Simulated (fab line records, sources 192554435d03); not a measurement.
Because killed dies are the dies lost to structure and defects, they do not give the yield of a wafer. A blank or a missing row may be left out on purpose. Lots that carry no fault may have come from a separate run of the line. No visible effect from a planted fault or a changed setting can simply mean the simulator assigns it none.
fab line records	flow n5-finfet
[record] lots = 24	wafers = 72	last-day = 17
route steps=1938 shown BEOL_M2@877 BEOL_M3@933
lots untouched by any fault: they come from a run of this same line in which no faults occurred
start-h: hours from the record's opening day to when the first of the lot's shown wafers began	wait-h: how many hours have passed since the lot's step before this one	" the same as in the row above	L1.1+2: several wafers, shown together as one row	- value missing, or start not given	* or withheld: withheld	< > ~ a bound
route shown NAME@n: NAME is a module with steps in the file, n the number in the route of the first one	usual: mean/standard deviation taken from wafers without a fault	same: alike in all rows	chamber/n: place in a boat	sites: readings site by site	_std_site: the values' standard deviation	_edge_site: the outer-site mean with the inner-site mean subtracted	radius-mm: for every site, how far away it sits from the centre of the wafer	mask NAME#n: copy n	behind: the tool/chamber that last shaped the wafer	hold: what put the lot on hold/how long, in hours/how the hold closed	device: whichever transistor did not switch (one of n, p or np)	end of line: at the end of the route, the tests of the same wafers	where a step has no rows: the recipe by itself	killed: dies that structure and defects cost at the first sort, which is not the same as the wafer's yield	map: a wafer's dies, marking killed ones x, the rest . and places with no die _
set.NAME: the setting that was run; set.NAME@STEP: the one run at that earlier step	model.NAME: the simulator's own value behind a step, which no gauge read
the route's steps for a sample of lots (tables are steps, rows are wafers)
services: from which hour (start-h, from the record's first day; less than 0 if before it) a tool's chamber was out of use, for how many hours, and why
[[steps]]
[step N5_BEOL_M2_OVL_MEAS_29]
[recipe] points-per-wafer = 522
[usual] V1_OVL = 0.0/0.58
lot.wafer	tool	chamber	start-h	wait-h	V1_OVL[nm]
L074.1	overlay-02	0	136.24	0.0	0.9
L074.2	"	0	"	"	1.1
L074.5	"	0	"	"	0.6
L075.1	overlay-01	0	146.50	0.0	0.1
L075.2	"	0	"	"	0.0
L075.3	"	0	"	"	-0.6
L076.1	overlay-01	0	149.71	0.0	0.5
L076.2	"	0	"	"	0.3
L076.4	"	0	"	"	0.1
L077.2	overlay-01	0	153.47	0.0	-0.8
L077.3	"	0	"	"	0.0
L077.5	"	0	"	"	0.5
L078.2	overlay-01	0	155.71	0.0	0.9
L078.3	"	0	"	"	0.5
L078.6	"	0	"	"	0.5
L079.1	overlay-02	0	157.58	0.0	-0.2
L079.4	"	0	"	"	0.6
L079.6	"	0	"	"	-0.6
L080.4	overlay-02	0	168.58	0.0	-0.2
L080.5	"	0	"	"	0.0
L080.6	"	0	"	"	0.4
L081.3	overlay-01	0	179.33	0.0	0.7
L081.4	"	0	"	"	0.1
L081.5	"	0	"	"	0.4
L082.1	overlay-02	0	181.37	0.0	-0.2
L082.2	"	0	"	"	-0.4
L082.6	"	0	"	"	-1.2
L083.2	overlay-02	0	186.39	0.0	-0.6
L083.4	"	0	"	"	0.0
L083.6	"	0	"	"	0.2
L084.1	overlay-02	0	190.71	0.0	0.4
L084.2	"	0	"	"	0.5
L084.6	"	0	"	"	1.0
L085.1	overlay-02	0	207.13	0.0	0.0
L085.5	"	0	"	"	-0.3
L085.6	"	0	"	"	-0.6
L086.1	overlay-01	0	207.32	0.0	0.1
L086.2	"	0	"	"	-0.1
L086.4	"	0	"	"	-0.4
L087.1	overlay-01	0	213.83	0.0	0.2
L087.5	"	0	"	"	0.3
L087.6	"	0	"	"	-0.6
L089.1	overlay-02	0	218.89	0.0	-0.3
L089.3	"	0	"	"	-0.2
L089.4	"	0	"	"	-0.8
L088.1	overlay-01	0	230.19	0.0	0.7
L088.4	"	0	"	"	0.4
L088.5	"	0	"	"	1.1
L090.3	overlay-02	0	230.26	0.0	0.1
L090.5	"	0	"	"	-0.2
L090.6	"	0	"	"	-0.1
L091.1	overlay-01	0	236.21	0.0	0.3
L091.4	"	0	"	"	0.2
L091.5	"	0	"	"	-0.6
L092.2	overlay-01	0	240.42	0.0	-0.5
L092.4	"	0	"	"	-1.4
L092.6	"	0	"	"	-0.5
L093.1	overlay-02	0	248.55	0.0	0.4
L093.4	"	0	"	"	-0.1
L093.6	"	0	"	"	-0.1
L094.1	overlay-01	0	267.14	0.0	0.1
L094.2	"	0	"	"	0.6
L094.6	"	0	"	"	0.5
L097.1	overlay-02	0	276.39	0.0	1.0
L097.2	"	0	"	"	-0.7
L097.3	"	0	"	"	1.2
L095.3	overlay-02	0	276.58	0.0	-1.8
L095.5	"	0	"	"	-1.1
L095.6	"	0	"	"	-0.6
L096.1	overlay-02	0	278.41	0.0	-0.1
L096.4	"	0	"	"	0.0
L096.6	"	0	"	"	-1.1
[step N5_BEOL_M2_STRIP_36]
[recipe] chemistry = N2/H2	power-w = 450	temp-c = 40	pressure-mtorr = 20	rf-frequency-hz = 6e+07	overash-fraction = 0.3	bias-power-w = 7	h2-frac = 0.5	n2-flow-sccm = 200	h2-flow-sccm = 200
[usual] drypump-motor-current-A = 5.9/0.47	h2-flow-sccm = 200.1/0.61	oes-product-au = 0.77/0.096	rf-vpp-V = 59.3/1.5	showerhead-plenum-p-Torr = 2.53/0.076	throttle-valve-pct = 23.6/0.32
lot.wafer	tool	chamber	start-h	wait-h	drypump-motor-current-A	h2-flow-sccm	oes-product-au	rf-hours-counter-h	rf-vpp-V	showerhead-plenum-p-Torr	throttle-valve-pct
L074.1	rie-diel-03	3	144.46	0.0	5.5	199.1	0.91	26	59.3	2.50	23.6
L074.2	"	0	"	"	5.4	199.0	0.73	175	58.5	2.51	23.6
L074.5	"	0	"	"	5.4	199.7	0.74	-	60.4	2.51	23.6
L075.1	rie-diel-03	3	148.64	0.0	5.5	200.6	0.91	28	59.2	2.50	23.6
L075.2	"	1	"	"	6.6	200.4	0.88	46	59.1	2.49	23.4
L075.3	"	2	"	"	5.9	199.6	0.72	209	59.3	2.62	24.3
L076.1	rie-diel-05	1	151.56	0.0	5.0	199.7	0.72	184	60.5	2.53	23.5
L076.2	"	2	"	"	5.9	200.6	0.69	234	61.1	2.41	23.9
L076.4	"	0	"	"	5.9	200.0	0.68	230	57.9	2.41	23.6
L077.2	rie-diel-03	3	154.71	0.0	5.5	199.9	0.92	31	60.3	2.50	23.6
L077.3	"	1	"	"	6.6	200.1	0.88	49	60.7	2.48	23.3
L077.5	"	3	"	"	5.5	199.7	0.91	-	59.5	2.50	23.6
L078.2	rie-diel-04	1	157.15	0.0	6.1	200.4	0.70	220	59.9	2.62	23.3
L078.3	"	3	"	"	6.1	200.0	0.81	109	59.0	2.45	23.5
L078.6	"	3	"	"	6.1	200.7	0.81	-	55.7	2.45	23.5
L079.1	rie-diel-04	3	160.79	0.0	6.1	200.2	0.81	111	59.5	2.45	23.5
L079.4	"	1	"	"	6.1	199.9	0.69	-	58.1	2.62	23.2
L079.6	"	3	"	"	6.1	200.4	0.81	-	60.3	2.45	23.5
L080.4	rie-diel-03	1	169.55	0.0	6.6	199.8	0.87	53	60.7	2.48	23.3
L080.5	"	2	"	"	6.0	199.5	0.71	-	60.9	2.61	24.4
L080.6	"	3	"	"	5.5	200.1	0.89	-	58.3	2.50	23.6
L081.3	rie-diel-04	0	187.77	0.0	6.6	199.2	0.68	208	60.0	2.62	23.3
L081.4	"	1	"	"	6.1	200.2	0.69	235	56.9	2.61	23.3
L081.5	"	2	"	"	6.4	200.7	0.71	-	60.6	2.52	23.9
L082.1	rie-diel-03	0	188.10	0.0	5.3	199.9	0.72	193	59.9	2.50	23.6
L082.2	"	1	"	"	6.6	200.5	0.86	63	55.9	2.48	23.4
L082.6	"	3	"	"	5.5	200.2	0.90	-	58.5	2.49	23.6
L083.2	rie-diel-03	3	190.81	0.0	5.5	200.6	0.90	47	59.8	2.49	23.6
L083.4	"	2	"	"	6.0	199.6	0.70	228	59.4	2.61	24.4
L083.6	"	3	"	"	5.6	200.0	0.87	-	59.9	2.49	23.6
L084.1	rie-diel-05	0	191.60	0.0	5.9	199.8	0.67	240	62.2	2.41	23.6
L084.2	"	3	"	"	6.1	201.3	0.69	231	59.5	2.60	23.3
L084.6	"	1	"	"	5.0	199.3	0.72	-	58.9	2.52	23.5
L085.1	rie-diel-03	3	207.99	0.0	5.5	199.8	0.88	53	60.8	2.49	23.7
L085.5	"	0	"	"	5.4	199.9	0.71	-	60.8	2.50	23.6
L085.6	"	1	"	"	6.6	200.8	0.85	-	59.7	2.48	23.3
L086.1	rie-diel-03	1	212.98	0.0	6.6	200.0	0.84	73	60.2	2.47	23.4
L086.2	"	2	"	"	6.0	200.5	0.71	237	60.2	2.61	24.4
L086.4	"	3	"	"	5.5	199.3	0.86	55	58.9	2.49	23.6
L087.1	rie-diel-03	3	217.38	0.0	5.5	199.8	0.87	56	59.5	2.49	23.6
L087.5	"	3	"	"	5.5	198.7	0.88	-	59.0	2.49	23.6
L087.6	"	2	"	"	6.0	201.5	0.70	-	58.4	2.61	24.4
L089.1	rie-diel-05	1	220.52	0.0	5.0	200.2	0.71	207	58.3	2.52	23.5
L089.3	"	0	"	"	5.9	199.7	0.67	252	60.7	2.41	23.6
L089.4	"	1	"	"	5.0	200.4	0.71	-	57.0	2.52	23.5
L088.1	rie-diel-05	2	231.43	0.0	5.9	199.9	1.02	2	60.6	2.72	23.7
L088.4	"	2	"	"	6.0	201.0	1.02	-	61.1	2.72	23.7
L088.5	"	3	"	"	6.2	200.2	0.69	-	58.8	2.59	23.3
L090.3	rie-diel-04	2	231.61	0.0	6.3	198.8	0.70	233	58.8	2.51	23.9
L090.5	"	2	"	"	6.3	199.1	0.69	-	58.6	2.51	23.9
L090.6	"	3	"	"	6.1	199.9	0.78	-	58.2	2.44	23.5
L091.1	rie-diel-03	3	237.90	0.0	5.5	199.9	0.86	63	59.8	2.48	23.6
L091.4	"	0	"	"	5.3	199.4	0.70	212	60.4	2.50	23.6
L091.5	"	2	"	"	5.9	200.8	0.69	-	62.2	2.60	24.4
L092.2	rie-diel-05	2	246.50	0.0	6.0	200.0	0.98	10	61.3	2.72	23.7
L092.4	"	1	"	"	5.0	200.1	0.70	-	59.6	2.51	23.5
L092.6	"	3	"	"	6.1	200.5	0.68	-	60.4	2.59	23.3
L093.1	rie-diel-03	3	260.54	0.0	5.5	200.4	0.84	71	57.6	2.48	23.7
L093.4	"	1	"	"	6.6	199.9	0.82	-	60.9	2.47	23.4
L093.6	"	3	"	"	5.5	200.3	0.85	-	60.5	2.48	23.7
L094.1	rie-diel-04	1	271.47	0.0	6.1	199.9	0.95	2	61.1	2.60	23.1
L094.2	"	0	"	"	6.6	199.9	0.67	239	58.5	2.61	23.4
L094.6	"	1	"	"	6.1	200.7	0.97	-	60.7	2.60	23.1
L097.1	rie-diel-04	3	278.10	0.0	6.1	200.8	0.76	155	58.3	2.43	23.5
L097.2	"	1	"	"	6.1	200.0	0.93	5	58.9	2.60	23.1
L097.3	"	0	"	"	6.6	199.9	0.67	241	62.5	2.60	23.4
L095.3	rie-diel-05	0	282.04	0.0	5.9	200.1	0.96	6	58.5	2.72	23.2
L095.5	"	1	"	"	5.0	200.1	0.68	-	60.2	2.51	23.5
L095.6	"	0	"	"	5.9	200.5	0.98	-	60.7	2.72	23.2
L096.1	rie-diel-03	1	282.86	0.0	6.6	199.9	0.83	94	57.1	2.47	23.4
L096.4	"	2	"	"	6.0	199.8	0.97	5	58.8	2.60	24.2
L096.6	"	0	"	"	5.4	200.4	0.70	-	58.9	2.49	23.6
[step N5_BEOL_M2_SPUTTER_79]
[recipe] material = Cu	target-thk-a = 45	temp-c = -20	chamber-pressure-pa = 0.07	power-w = withheld	time-s = 8.29
[usual] substrate-temp-c = -20.01/0.11	throttle-valve-pct = 29.9/0.95
lot.wafer	tool	chamber	start-h	wait-h	substrate-temp-c	throttle-valve-pct
L074.1	pvd-sputter-02	-	146.13	0.1	-20.11	30.4
L074.2	"	-	"	"	-20.18	28.8
L074.5	"	-	"	"	-20.06	30.6
L075.1	pvd-sputter-02	-	151.61	0.1	-20.03	28.9
L075.2	"	-	"	"	-20.07	29.1
L075.3	"	-	"	"	-20.12	30.5
L076.1	pvd-sputter-02	-	153.53	0.1	-19.99	30.4
L076.2	"	-	"	"	-20.06	27.8
L076.4	"	-	"	"	-19.80	29.1
L077.2	pvd-sputter-01	-	156.37	0.1	-20.35	30.5
L077.3	"	-	"	"	-20.11	30.3
L077.5	"	-	"	"	-19.77	30.7
L078.2	pvd-sputter-01	-	158.51	0.1	-20.08	30.6
L078.3	"	-	"	"	-20.14	30.2
L078.6	"	-	"	"	-20.06	30.6
L079.1	pvd-sputter-01	-	162.23	0.1	-20.04	30.1
L079.4	"	-	"	"	-20.06	30.5
L079.6	"	-	"	"	-20.07	30.4
L080.4	pvd-sputter-02	-	172.18	0.1	-19.97	29.0
L080.5	"	-	"	"	-20.05	29.1
L080.6	"	-	"	"	-20.13	29.1
L081.3	pvd-sputter-03	-	189.29	0.1	-20.02	30.1
L081.4	"	-	"	"	-20.09	30.3
L081.5	"	-	"	"	-20.19	29.7
L082.1	pvd-sputter-01	-	189.65	0.1	-20.20	30.5
L082.2	"	-	"	"	-20.01	30.8
L082.6	"	-	"	"	-20.02	29.5
L083.2	pvd-sputter-01	-	192.40	0.1	-19.92	30.6
L083.4	"	-	"	"	-20.00	30.3
L083.6	"	-	"	"	-20.04	30.6
L084.1	pvd-sputter-03	-	192.99	0.1	-19.85	30.1
L084.2	"	-	"	"	-19.91	31.9
L084.6	"	-	"	"	-19.98	29.9
L085.1	pvd-sputter-03	-	209.70	0.1	-20.15	30.2
L085.5	"	-	"	"	-20.08	30.2
L085.6	"	-	"	"	-19.92	29.9
L086.1	pvd-sputter-01	-	214.40	0.1	-19.90	30.3
L086.2	"	-	"	"	-19.80	30.4
L086.4	"	-	"	"	-20.33	30.7
L087.1	pvd-sputter-02	-	218.76	0.1	-19.98	28.0
L087.5	"	-	"	"	-19.98	27.9
L087.6	"	-	"	"	-19.94	30.4
L089.1	pvd-sputter-02	-	221.96	0.1	-20.11	28.9
L089.3	"	-	"	"	-19.94	28.8
L089.4	"	-	"	"	-19.96	27.9
L088.1	pvd-sputter-02	-	232.83	0.1	-20.21	27.9
L088.4	"	-	"	"	-19.87	28.9
L088.5	"	-	"	"	-20.10	30.4
L090.3	pvd-sputter-03	-	233.06	0.1	-19.92	31.0
L090.5	"	-	"	"	-19.87	30.6
L090.6	"	-	"	"	-19.93	31.9
L091.1	pvd-sputter-01	-	239.43	0.1	-19.90	30.4
L091.4	"	-	"	"	-20.00	30.5
L091.5	"	-	"	"	-20.05	30.4
L092.2	pvd-sputter-02	-	247.92	0.1	-20.01	28.9
L092.4	"	-	"	"	-19.93	30.6
L092.6	"	-	"	"	-19.99	30.2
L093.1	pvd-sputter-02	-	262.19	0.1	-20.02	27.7
L093.4	"	-	"	"	-19.90	28.7
L093.6	"	-	"	"	-19.99	30.4
L094.1	pvd-sputter-01	-	273.03	0.1	-19.78	30.1
L094.2	"	-	"	"	-20.09	30.2
L094.6	"	-	"	"	-20.10	29.4
L097.1	pvd-sputter-03	-	281.37	0.1	-20.04	32.2
L097.2	"	-	"	"	-19.92	29.9
L097.3	"	-	"	"	-19.87	30.4
L095.3	pvd-sputter-01	-	283.83	0.1	-20.03	29.3
L095.5	"	-	"	"	-20.17	29.8
L095.6	"	-	"	"	-20.11	30.2
L096.1	pvd-sputter-01	-	285.67	0.1	-19.87	30.3
L096.4	"	-	"	"	-19.96	30.7
L096.6	"	-	"	"	-19.90	30.1
[step N5_BEOL_M2_CO_CAP_55]
[recipe] material = Co	target-thk-a = 20	temp-c = 200	precursor = CCTBA/H2	pressure-torr = 30	time-s = 102.1
[usual] heater-power-outer-w = 122/24	heater-power-w = 238/33
lot.wafer	tool	chamber	start-h	wait-h	heater-power-outer-w	heater-power-w	since-wet-clean-h
L074.1	cvd-co-01	1	148.53	0.0	130	255	1127
L074.2	"	2	"	"	107	213	230
L074.5	"	0	"	"	110	214	-
L075.1	cvd-co-02	0	154.15	0.0	171	296	914
L075.2	"	1	"	"	104	209	18
L075.3	"	2	"	"	103	225	455
L076.1	cvd-co-02	1	156.11	0.0	105	209	19
L076.2	"	0	"	"	168	300	916
L076.4	"	1	"	"	107	204	-
L077.2	cvd-co-02	1	158.79	0.0	105	207	22
L077.3	"	0	"	"	172	302	919
L077.5	"	0	"	"	175	302	-
L078.2	cvd-co-01	1	160.91	0.0	127	254	1140
L078.3	"	2	"	"	111	214	243
L078.6	"	0	"	"	114	222	-
L079.1	cvd-co-01	0	164.63	0.0	113	223	706
L079.4	"	1	"	"	127	255	-
L079.6	"	0	"	"	110	229	-
L080.4	cvd-co-02	0	174.63	0.0	169	310	-
L080.5	"	2	"	"	106	220	-
L080.6	"	1	"	"	107	206	-
L081.3	cvd-co-02	2	191.91	0.0	103	217	493
L081.4	"	1	"	"	107	205	-
L081.5	"	0	"	"	174	299	-
L082.1	cvd-co-02	2	192.18	0.0	105	222	493
L082.2	"	0	"	"	173	308	952
L082.6	"	1	"	"	104	210	-
L083.2	cvd-co-02	2	194.80	0.0	108	222	495
L083.4	"	2	"	"	108	228	-
L083.6	"	0	"	"	172	315	-
L084.1	cvd-co-02	2	195.40	0.0	107	226	496
L084.2	"	1	"	"	108	203	59
L084.6	"	0	"	"	170	297	-
L085.1	cvd-co-02	0	212.12	0.0	175	303	972
L085.5	"	0	"	"	172	310	-
L085.6	"	2	"	"	104	228	-
L086.1	cvd-co-02	2	216.81	0.0	106	216	517
L086.2	"	0	"	"	171	302	977
L086.4	"	2	"	"	107	228	-
L087.1	cvd-co-01	0	221.50	0.0	114	227	763
L087.5	"	2	"	"	104	215	-
L087.6	"	1	"	"	127	254	-
L089.1	cvd-co-01	2	225.24	0.0	105	209	307
L089.3	"	0	"	"	115	231	767
L089.4	"	1	"	"	132	254	-
L088.1	cvd-co-01	1	235.24	0.0	130	250	1214
L088.4	"	0	"	"	113	227	-
L088.5	"	1	"	"	131	256	-
L090.3	cvd-co-01	2	235.90	0.0	108	214	318
L090.5	"	0	"	"	111	226	-
L090.6	"	2	"	"	107	215	-
L091.1	cvd-co-02	1	242.11	0.0	107	206	105
L091.4	"	2	"	"	106	220	-
L091.5	"	1	"	"	103	211	-
L092.2	cvd-co-02	2	250.33	0.0	106	223	551
L092.4	"	1	"	"	107	209	-
L092.6	"	0	"	"	174	307	-
L093.1	cvd-co-01	0	264.61	0.0	112	227	806
L093.4	"	1	"	"	128	259	-
L093.6	"	2	"	"	110	220	-
L094.1	cvd-co-01	2	275.57	0.0	107	215	358
L094.2	"	0	"	"	115	227	817
L094.6	"	0	"	"	111	224	-
L097.1	cvd-co-01	1	283.78	0.0	128	254	1262
L097.2	"	2	"	"	109	217	366
L097.3	"	0	"	"	111	228	825
L095.3	cvd-co-01	2	286.24	0.0	103	216	368
L095.5	"	2	"	"	110	215	-
L095.6	"	0	"	"	114	228	-
L096.1	cvd-co-01	0	288.44	0.0	109	225	830
L096.4	"	1	"	"	131	251	-
L096.6	"	2	"	"	108	221	-
[step N5_BEOL_M3_PECVD_72]
[recipe] material = SiO2	target-thk-a = 160	temp-c = 400	precursor = TEOS/O2	pressure-torr = 5.5	rf-w = 450	teos-flow-sccm = 53.8	gas = O2	flow-sccm = 3000	time-s = 18
[usual] heater-power-outer-w = 404/91	heater-power-w = 677/150	showerhead-plenum-p-Torr = 8.78/0.084	throttle-valve-pct = 21.8/0.97
lot.wafer	tool	chamber	start-h	wait-h	heater-power-outer-w	heater-power-w	showerhead-plenum-p-Torr	since-wet-clean-h	throttle-valve-pct
L074.1	pecvd-02	0	148.88	0.0	366	615	8.86	1034	22.3
L074.2	"	2	"	"	568	910	8.81	280	19.8
L074.5	"	2	"	"	554	939	8.79	-	19.6
L075.1	pecvd-02	1	154.51	0.0	409	673	8.80	1765	22.9
L075.2	"	2	"	"	576	944	8.81	286	19.6
L075.3	"	0	"	"	291	494	8.88	1040	22.2
L076.1	pecvd-04	1	156.46	0.0	465	804	8.80	1585	21.6
L076.2	"	2	"	"	384	598	8.59	106	21.8
L076.4	"	1	"	"	467	801	8.81	-	21.8
L077.2	pecvd-04	0	159.14	0.0	270	455	8.82	863	21.3
L077.3	"	2	"	"	355	558	8.58	109	21.4
L077.5	"	0	"	"	274	439	8.84	-	21.6
L078.2	pecvd-04	2	161.27	0.0	383	618	8.58	111	21.4
L078.3	"	0	"	"	279	442	8.81	865	21.6
L078.6	"	1	"	"	506	861	8.81	-	22.0
L079.1	pecvd-02	0	164.98	0.0	354	575	8.85	1050	22.3
L079.4	"	0	"	"	351	588	8.86	-	22.5
L079.6	"	2	"	"	524	874	8.81	-	20.0
L080.4	pecvd-02	2	174.96	0.1	550	892	8.79	-	19.5
L080.5	"	1	"	"	396	672	8.83	-	22.8
L080.6	"	0	"	"	357	601	8.85	-	22.3
L081.3	pecvd-02	2	192.26	0.0	498	861	8.78	323	19.6
L081.4	"	0	"	"	325	546	8.86	-	22.4
L081.5	"	1	"	"	421	690	8.80	-	23.2
L082.1	pecvd-04	0	192.53	0.0	327	520	8.82	896	21.7
L082.2	"	2	"	"	354	599	8.58	142	21.9
L082.6	"	0	"	"	323	518	8.83	-	21.2
L083.2	pecvd-04	0	195.15	0.0	316	505	8.84	899	21.1
L083.4	"	0	"	"	322	509	8.84	-	21.4
L083.6	"	1	"	"	500	884	8.79	-	21.9
L084.1	pecvd-04	2	195.75	0.0	369	598	8.59	146	21.8
L084.2	"	1	"	"	491	863	8.80	1625	21.8
L084.6	"	0	"	"	290	464	8.81	-	21.5
L085.1	pecvd-02	2	212.47	0.0	542	878	8.78	344	19.7
L085.5	"	1	"	"	362	618	8.80	-	22.9
L085.6	"	2	"	"	548	877	8.78	-	20.0
L086.1	pecvd-01	2	217.17	0.0	359	603	8.81	497	21.5
L086.2	"	1	"	"	587	962	8.76	2009	23.3
L086.4	"	0	"	"	440	766	8.76	-	22.6
L087.1	pecvd-01	2	221.88	0.0	358	626	8.82	502	21.8
L087.5	"	2	"	"	365	613	8.79	-	22.0
L087.6	"	0	"	"	421	737	8.78	-	22.6
L089.1	pecvd-01	1	225.59	0.0	537	860	8.75	2017	23.2
L089.3	"	2	"	"	308	527	8.81	505	21.8
L089.4	"	1	"	"	524	855	8.78	-	22.9
L088.1	pecvd-02	2	235.59	0.0	529	858	8.79	367	20.1
L088.4	"	1	"	"	405	657	8.79	-	22.9
L088.5	"	0	"	"	372	606	8.87	-	22.2
L090.3	pecvd-02	2	236.25	0.0	545	917	8.81	367	20.0
L090.5	"	0	"	"	366	592	8.90	-	22.3
L090.6	"	2	"	"	560	896	8.79	-	19.8
L091.1	pecvd-04	2	242.47	0.0	346	573	8.59	192	21.7
L091.4	"	1	"	"	421	755	8.80	-	21.7
L091.5	"	2	"	"	343	565	8.59	-	21.8
L092.2	pecvd-02	2	250.68	0.0	551	905	8.78	382	20.1
L092.4	"	0	"	"	350	577	8.86	-	22.3
L092.6	"	2	"	"	547	926	8.77	-	19.6
L093.1	pecvd-04	1	264.96	0.0	425	758	8.80	1694	21.8
L093.4	"	2	"	"	310	517	8.59	-	21.6
L093.6	"	1	"	"	428	752	8.77	-	22.0
L094.1	pecvd-04	0	275.93	0.0	284	450	8.82	980	21.5
L094.2	"	2	"	"	338	571	8.56	226	21.9
L094.6	"	1	"	"	464	800	8.82	-	21.8
L097.1	pecvd-04	2	284.13	0.0	366	600	8.58	234	21.9
L097.2	"	0	"	"	324	519	8.84	988	21.7
L097.3	"	1	"	"	518	891	8.81	1713	21.6
L095.3	pecvd-01	0	286.60	0.0	378	721	8.76	1353	22.3
L095.5	"	1	"	"	569	916	8.77	-	23.6
L095.6	"	0	"	"	380	708	8.77	-	22.6
L096.1	pecvd-01	1	288.79	0.0	600	955	8.76	2080	23.1
L096.4	"	0	"	"	320	611	8.79	-	22.5
L096.6	"	1	"	"	589	958	8.75	-	23.4
[step N5_BEOL_M3_CD_MEAS_11]
[recipe] target-cd-nm = 17.05	landing-energy-ev = 500	detector = se-inlens	polarity = opening
[usual] cd-nm = 17.10/0.22
lot.wafer	tool	chamber	start-h	wait-h	cd-nm
L074.1	cd-sem-02	0	149.72	-	16.97
L074.2	"	0	"	"	17.36
L074.5	"	0	"	"	17.22
L075.1	cd-sem-02	0	155.61	-	17.14
L075.2	"	0	"	"	17.75
L075.3	"	0	"	"	17.33
L076.1	cd-sem-01	0	157.11	-	17.10
L076.2	"	0	"	"	17.02
L076.4	"	0	"	"	16.85
L077.2	cd-sem-03	0	160.92	-	16.94
L077.3	"	0	"	"	16.93
L077.5	"	0	"	"	16.84
L078.2	cd-sem-03	0	162.41	-	17.18
L078.3	"	0	"	"	17.05
L078.6	"	0	"	"	17.15
L079.1	cd-sem-02	0	165.63	-	17.32
L079.4	"	0	"	"	17.09
L079.6	"	0	"	"	16.95
L080.4	cd-sem-03	0	176.22	-	17.08
L080.5	"	0	"	"	17.01
L080.6	"	0	"	"	17.11
L081.3	cd-sem-03	0	192.71	-	16.99
L081.4	"	0	"	"	17.05
L081.5	"	0	"	"	17.29
L082.1	cd-sem-03	0	193.10	-	17.20
L082.2	"	0	"	"	17.23
L082.6	"	0	"	"	17.64
L083.2	cd-sem-03	0	195.91	-	16.99
L083.4	"	0	"	"	17.14
L083.6	"	0	"	"	17.11
L084.1	cd-sem-02	0	196.53	-	17.13
L084.2	"	0	"	"	16.83
L084.6	"	0	"	"	16.92
L085.1	cd-sem-02	0	214.06	-	16.73
L085.5	"	0	"	"	17.19
L085.6	"	0	"	"	16.81
L086.1	cd-sem-03	0	218.21	-	16.78
L086.2	"	0	"	"	16.96
L086.4	"	0	"	"	16.96
L087.1	cd-sem-02	0	223.76	-	17.06
L087.5	"	0	"	"	17.42
L087.6	"	0	"	"	17.41
L089.1	cd-sem-02	0	229.05	-	17.39
L089.3	"	0	"	"	17.21
L089.4	"	0	"	"	17.11
L088.1	cd-sem-02	0	236.06	-	17.19
L088.4	"	0	"	"	17.24
L088.5	"	0	"	"	17.17
L090.3	cd-sem-03	0	238.34	-	16.85
L090.5	"	0	"	"	17.25
L090.6	"	0	"	"	17.08
L091.1	cd-sem-01	0	246.69	-	16.89
L091.4	"	0	"	"	17.22
L091.5	"	0	"	"	16.86
L092.2	cd-sem-02	0	252.86	-	17.09
L092.4	"	0	"	"	17.04
L092.6	"	0	"	"	17.07
L093.1	cd-sem-01	0	266.00	-	17.25
L093.4	"	0	"	"	17.12
L093.6	"	0	"	"	17.10
L094.1	cd-sem-02	0	276.38	-	16.99
L094.2	"	0	"	"	17.45
L094.6	"	0	"	"	16.59
L097.1	cd-sem-02	0	286.23	-	16.89
L097.2	"	0	"	"	16.60
L097.3	"	0	"	"	17.02
L095.3	cd-sem-03	0	287.17	-	17.38
L095.5	"	0	"	"	17.42
L095.6	"	0	"	"	17.04
L096.1	cd-sem-03	0	292.80	-	17.16
L096.4	"	0	"	"	16.79
L096.6	"	0	"	"	17.26
[[services]]
tool	chamber	start-h	hours	kind
pvd-sputter-02	-	126.57	5.3	repair
pecvd-02	0	128.09	4.4	repair
rie-diel-04	0	137.60	42.6	repair
cvd-co-01	-	153.44	0.8	repair
cvd-co-01	-	169.30	0.6	repair
rie-diel-05	-	172.74	15.6	pm
cvd-co-02	-	208.14	2.8	pm
rie-diel-05	2	209.68	-	clean
rie-diel-05	2	209.68	-	consumable-replace:focus-ring
pecvd-04	-	217.39	1.0	repair
rie-diel-04	-	223.43	2.3	repair
pecvd-02	0	227.39	2.1	scheduled-down
pvd-sputter-03	-	235.09	39.9	repair
cvd-co-02	-	236.69	1.0	repair
rie-diel-03	1	242.80	8.4	repair
pecvd-01	-	245.54	0.4	repair
rie-diel-03	2	252.65	-	clean
rie-diel-03	2	252.65	-	consumable-replace:focus-ring
rie-diel-03	2	252.65	16.5	scheduled-down
rie-diel-03	2	252.65	16.5	vent-cycle
rie-diel-04	3	254.77	12.9	repair
pecvd-02	2	257.54	8.1	repair
pecvd-02	-	258.78	6.9	repair
pecvd-02	-	276.17	1.1	repair
[[key]]
fault none
